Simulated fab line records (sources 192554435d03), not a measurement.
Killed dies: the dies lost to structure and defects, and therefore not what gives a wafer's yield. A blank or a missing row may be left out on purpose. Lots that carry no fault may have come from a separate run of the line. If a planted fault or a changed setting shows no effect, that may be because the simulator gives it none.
Split-lot study / flow n5-finfet / 39 wafers read across 7 lots, on a route 1938 steps long

## THE SPLIT ITSELF
At N5_MOL_CONTACT_COAG_ETCHBACK_135 (etches SiO2 in CHF3, target depth 25 nm, time 16.7 s), the setting time-s was moved away from the recipe's 16.7 s on 15 of the 39 wafers read, by -33.4% to +57.9%. All remaining wafers had this setting at the recipe value.

## BETWEEN THE SPLIT AND THE READING: the file shows 1 step in between
- N5_MOL_CONTACT_COAG_STRIP_118: strips in CHF3

## THE READING
SOC_of_MOL_CONTACT_COAG_COAT_75.thk-nm (the simulator's own value, which no gauge read), in nm, at N5_MOL_CONTACT_COAG_VIA_ETCH_46 (etches SiO2 in C4F6/O2, target depth 46 nm, overetch 9.2 nm, time 40 s). The file does not state a usual value for it. Here, 24 wafers ran the recipe; their average is 50.8 nm with a standard deviation of 0.21 nm.

wafer=L079.1; tool, chamber at the split=rie-diel-01, 3,0; time-s as run, s=16.7; against the recipe=recipe; SOC_of_MOL_CONTACT_COAG_COAT_75.thk-nm, nm=51; against lot-mates on the recipe=-
wafer=L079.6; tool, chamber at the split=rie-diel-01, 3; time-s as run, s=16.7; against the recipe=recipe; SOC_of_MOL_CONTACT_COAG_COAT_75.thk-nm, nm=51; against lot-mates on the recipe=-
wafer=L079.2; tool, chamber at the split=rie-diel-01, 0,2,2; time-s as run, s=11.13; against the recipe=-33.4%; SOC_of_MOL_CONTACT_COAG_COAT_75.thk-nm, nm=52; against lot-mates on the recipe=+0.9
wafer=L079.3; tool, chamber at the split=rie-diel-01, 0,2,2; time-s as run, s=11.13; against the recipe=-33.4%; SOC_of_MOL_CONTACT_COAG_COAT_75.thk-nm, nm=52; against lot-mates on the recipe=+0.9
wafer=L079.4; tool, chamber at the split=rie-diel-01, 0,2,2; time-s as run, s=11.13; against the recipe=-33.4%; SOC_of_MOL_CONTACT_COAG_COAT_75.thk-nm, nm=52; against lot-mates on the recipe=+0.9
wafer=L079.5; tool, chamber at the split=rie-diel-01, 3,0; time-s as run, s=16.7; against the recipe=recipe; SOC_of_MOL_CONTACT_COAG_COAT_75.thk-nm, nm=51.4; against lot-mates on the recipe=-
wafer=L080.1; tool, chamber at the split=rie-diel-02, 2; time-s as run, s=16.7; against the recipe=recipe; SOC_of_MOL_CONTACT_COAG_COAT_75.thk-nm, nm=50.6; against lot-mates on the recipe=-
wafer=L080.2; tool, chamber at the split=rie-diel-02, 1,3,2; time-s as run, s=26.37; against the recipe=+57.9%; SOC_of_MOL_CONTACT_COAG_COAT_75.thk-nm, nm=49.2; against lot-mates on the recipe=-1.5
wafer=L080.4; tool, chamber at the split=rie-diel-02, 1,3,2; time-s as run, s=26.37; against the recipe=+57.9%; SOC_of_MOL_CONTACT_COAG_COAT_75.thk-nm, nm=49.2; against lot-mates on the recipe=-1.5
wafer=L080.6; tool, chamber at the split=rie-diel-02, 1,3,2; time-s as run, s=26.37; against the recipe=+57.9%; SOC_of_MOL_CONTACT_COAG_COAT_75.thk-nm, nm=49.2; against lot-mates on the recipe=-1.5
wafer=L080.3; tool, chamber at the split=rie-diel-02, 0; time-s as run, s=16.7; against the recipe=recipe; SOC_of_MOL_CONTACT_COAG_COAT_75.thk-nm, nm=50.8; against lot-mates on the recipe=-
wafer=L080.5; tool, chamber at the split=rie-diel-02, 1; time-s as run, s=16.7; against the recipe=recipe; SOC_of_MOL_CONTACT_COAG_COAT_75.thk-nm, nm=50.8; against lot-mates on the recipe=-
wafer=L082.1; tool, chamber at the split=rie-diel-01, 3,2,3; time-s as run, s=23.46; against the recipe=+40.5%; SOC_of_MOL_CONTACT_COAG_COAT_75.thk-nm, nm=49.6; against lot-mates on the recipe=-1.2
wafer=L082.2; tool, chamber at the split=rie-diel-01, 1; time-s as run, s=16.7; against the recipe=recipe; SOC_of_MOL_CONTACT_COAG_COAT_75.thk-nm, nm=50.6; against lot-mates on the recipe=-
wafer=L082.3; tool, chamber at the split=rie-diel-01, 2; time-s as run, s=16.7; against the recipe=recipe; SOC_of_MOL_CONTACT_COAG_COAT_75.thk-nm, nm=51; against lot-mates on the recipe=-
wafer=L082.4; tool, chamber at the split=rie-diel-01, 3,2,3; time-s as run, s=23.46; against the recipe=+40.5%; SOC_of_MOL_CONTACT_COAG_COAT_75.thk-nm, nm=50; against lot-mates on the recipe=-0.8
wafer=L082.5; tool, chamber at the split=rie-diel-01, 3,2,3; time-s as run, s=23.46; against the recipe=+40.5%; SOC_of_MOL_CONTACT_COAG_COAT_75.thk-nm, nm=49.8; against lot-mates on the recipe=-1.0
wafer=L082.6; tool, chamber at the split=rie-diel-01, 1; time-s as run, s=16.7; against the recipe=recipe; SOC_of_MOL_CONTACT_COAG_COAT_75.thk-nm, nm=50.8; against lot-mates on the recipe=-
wafer=L083.1; tool, chamber at the split=rie-diel-01, 1; time-s as run, s=24.07; against the recipe=+44.1%; SOC_of_MOL_CONTACT_COAG_COAT_75.thk-nm, nm=49.8; against lot-mates on the recipe=-1.1
wafer=L083.2; tool, chamber at the split=rie-diel-01, 3; time-s as run, s=16.7; against the recipe=recipe; SOC_of_MOL_CONTACT_COAG_COAT_75.thk-nm, nm=50.6; against lot-mates on the recipe=-
wafer=L083.3; tool, chamber at the split=rie-diel-01, 2; time-s as run, s=16.7; against the recipe=recipe; SOC_of_MOL_CONTACT_COAG_COAT_75.thk-nm, nm=51.2; against lot-mates on the recipe=-
wafer=L083.4; tool, chamber at the split=rie-diel-01, 3; time-s as run, s=16.7; against the recipe=recipe; SOC_of_MOL_CONTACT_COAG_COAT_75.thk-nm, nm=50.8; against lot-mates on the recipe=-
wafer=L083.5; tool, chamber at the split=rie-diel-01, 1,2; time-s as run, s=24.07; against the recipe=+44.1%; SOC_of_MOL_CONTACT_COAG_COAT_75.thk-nm, nm=49.6; against lot-mates on the recipe=-1.3
wafer=L083.6; tool, chamber at the split=rie-diel-01, 1,2; time-s as run, s=24.07; against the recipe=+44.1%; SOC_of_MOL_CONTACT_COAG_COAT_75.thk-nm, nm=49.6; against lot-mates on the recipe=-1.3
wafer=L085.1; tool, chamber at the split=rie-diel-02, 1,3,2; time-s as run, s=19.54; against the recipe=+17.0%; SOC_of_MOL_CONTACT_COAG_COAT_75.thk-nm, nm=50.6; against lot-mates on the recipe=-0.3
wafer=L085.3; tool, chamber at the split=rie-diel-02, 1,3,2; time-s as run, s=19.54; against the recipe=+17.0%; SOC_of_MOL_CONTACT_COAG_COAT_75.thk-nm, nm=50.6; against lot-mates on the recipe=-0.3
wafer=L085.2; tool, chamber at the split=rie-diel-02, 2; time-s as run, s=16.7; against the recipe=recipe; SOC_of_MOL_CONTACT_COAG_COAT_75.thk-nm, nm=51; against lot-mates on the recipe=-
wafer=L085.4; tool, chamber at the split=rie-diel-02, 0,3; time-s as run, s=16.7; against the recipe=recipe; SOC_of_MOL_CONTACT_COAG_COAT_75.thk-nm, nm=50.8; against lot-mates on the recipe=-
wafer=L085.5; tool, chamber at the split=rie-diel-02, 0,3; time-s as run, s=16.7; against the recipe=recipe; SOC_of_MOL_CONTACT_COAG_COAT_75.thk-nm, nm=50.8; against lot-mates on the recipe=-
wafer=L085.6; tool, chamber at the split=rie-diel-02, 1,3,2; time-s as run, s=19.54; against the recipe=+17.0%; SOC_of_MOL_CONTACT_COAG_COAT_75.thk-nm, nm=50.4; against lot-mates on the recipe=-0.5
wafer=L092.1; tool, chamber at the split=rie-diel-03, 1,2,1; time-s as run, s=16.7; against the recipe=recipe; SOC_of_MOL_CONTACT_COAG_COAT_75.thk-nm, nm=50.6; against lot-mates on the recipe=-
wafer=L092.2; tool, chamber at the split=rie-diel-03, 1,2,1; time-s as run, s=16.7; against the recipe=recipe; SOC_of_MOL_CONTACT_COAG_COAT_75.thk-nm, nm=50.6; against lot-mates on the recipe=-
wafer=L092.3; tool, chamber at the split=rie-diel-03, 0,0,2; time-s as run, s=16.7; against the recipe=recipe; SOC_of_MOL_CONTACT_COAG_COAT_75.thk-nm, nm=50.6; against lot-mates on the recipe=-
wafer=L092.5; tool, chamber at the split=rie-diel-03, 1,2,1; time-s as run, s=16.7; against the recipe=recipe; SOC_of_MOL_CONTACT_COAG_COAT_75.thk-nm, nm=50.6; against lot-mates on the recipe=-
wafer=L092.4; tool, chamber at the split=rie-diel-03, 0,0,2; time-s as run, s=16.7; against the recipe=recipe; SOC_of_MOL_CONTACT_COAG_COAT_75.thk-nm, nm=50.8; against lot-mates on the recipe=-
wafer=L092.6; tool, chamber at the split=rie-diel-03, 0,0,2; time-s as run, s=16.7; against the recipe=recipe; SOC_of_MOL_CONTACT_COAG_COAT_75.thk-nm, nm=50.8; against lot-mates on the recipe=-
wafer=L095.2; tool, chamber at the split=rie-diel-03, 0; time-s as run, s=16.7; against the recipe=recipe; SOC_of_MOL_CONTACT_COAG_COAT_75.thk-nm, nm=51; against lot-mates on the recipe=-
wafer=L095.4; tool, chamber at the split=rie-diel-03, 0,2; time-s as run, s=16.7; against the recipe=recipe; SOC_of_MOL_CONTACT_COAG_COAT_75.thk-nm, nm=51; against lot-mates on the recipe=-
wafer=L095.5; tool, chamber at the split=rie-diel-03, 0,2; time-s as run, s=16.7; against the recipe=recipe; SOC_of_MOL_CONTACT_COAG_COAT_75.thk-nm, nm=51; against lot-mates on the recipe=-
When a row names more than one chamber, that row covers several wafers, and the file does not tell which wafer ran in which chamber.

THE FIT
A straight line over all 39 wafers: SOC_of_MOL_CONTACT_COAG_COAT_75.thk-nm changes by -0.0286 nm for each +1% of time-s; r = -0.96; the points scatter about the line by 0.19 nm.
The same after taking each lot's own level away (the mean of its wafers on the recipe; 39 wafers): -0.0261 nm for each +1%; r = -0.98; scatter 0.13 nm.
According to that fit, moving time-s by its largest amount changes the reading by 1.5 nm.
Across the lots, their own levels run from 50.67 to 51.13 nm, a range of 2.2 times the standard deviation given above.
Hence the lot-to-lot level has little effect on the slope; both slopes agree.
Check: -1.5 nm against its lot-mates is what the line predicts for one of the wafers moved furthest among these (+57.9%) when that wafer is left out of the fit. It came out at -1.53 nm against them.

## ADDITIONAL SPLITS CARRIED BY THESE WAFERS
These wafers also went through other splits before the reading. Each is held against what the fit with the lots' levels taken away leaves over:
other split on the same wafers=N5_FIN_SAQP_SPACER1_ALD_24 ald-cycles; wafers away from the commonest value=9; r with SOC_of_MOL_CONTACT_COAG_COAT_75.thk-nm (lot level and that fit taken away)=-0.11
other split on the same wafers=N5_DUMMY_GATE_ETCH_31 target-depth-a; wafers away from the commonest value=12; r with SOC_of_MOL_CONTACT_COAG_COAT_75.thk-nm (lot level and that fit taken away)=-0.09
other split on the same wafers=N5_SDB_ALD_29 ald-cycles; wafers away from the commonest value=6; r with SOC_of_MOL_CONTACT_COAG_COAT_75.thk-nm (lot level and that fit taken away)=+0.01

## THE WHOLE CHAIN: every reading that the file lists as answering this split, in the file's order
step=N5_MOL_CONTACT_COAG_ETCHBACK_135; what it does=etches SiO2 in CHF3, target depth 25 nm, time 16.7 s; reading=SOC_of_MOL_CONTACT_COAG_COAT_75.thk-nm (the simulator's own value, which no gauge read); change (the file's fit)=-0.0266 nm for each +1% of the setting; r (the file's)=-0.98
step=N5_MOL_CONTACT_COAG_VIA_ETCH_46; what it does=etches SiO2 in C4F6/O2, target depth 46 nm, overetch 9.2 nm, time 40 s; reading=SOC_of_MOL_CONTACT_COAG_COAT_75.thk-nm (the simulator's own value, which no gauge read); change (the file's fit)=-0.026 nm for each +1% of the setting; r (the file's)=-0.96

## FILE'S OWN FIT
SOC_of_MOL_CONTACT_COAG_COAT_75.thk-nm changes by -0.026 nm for each +1% of time-s, r = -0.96.
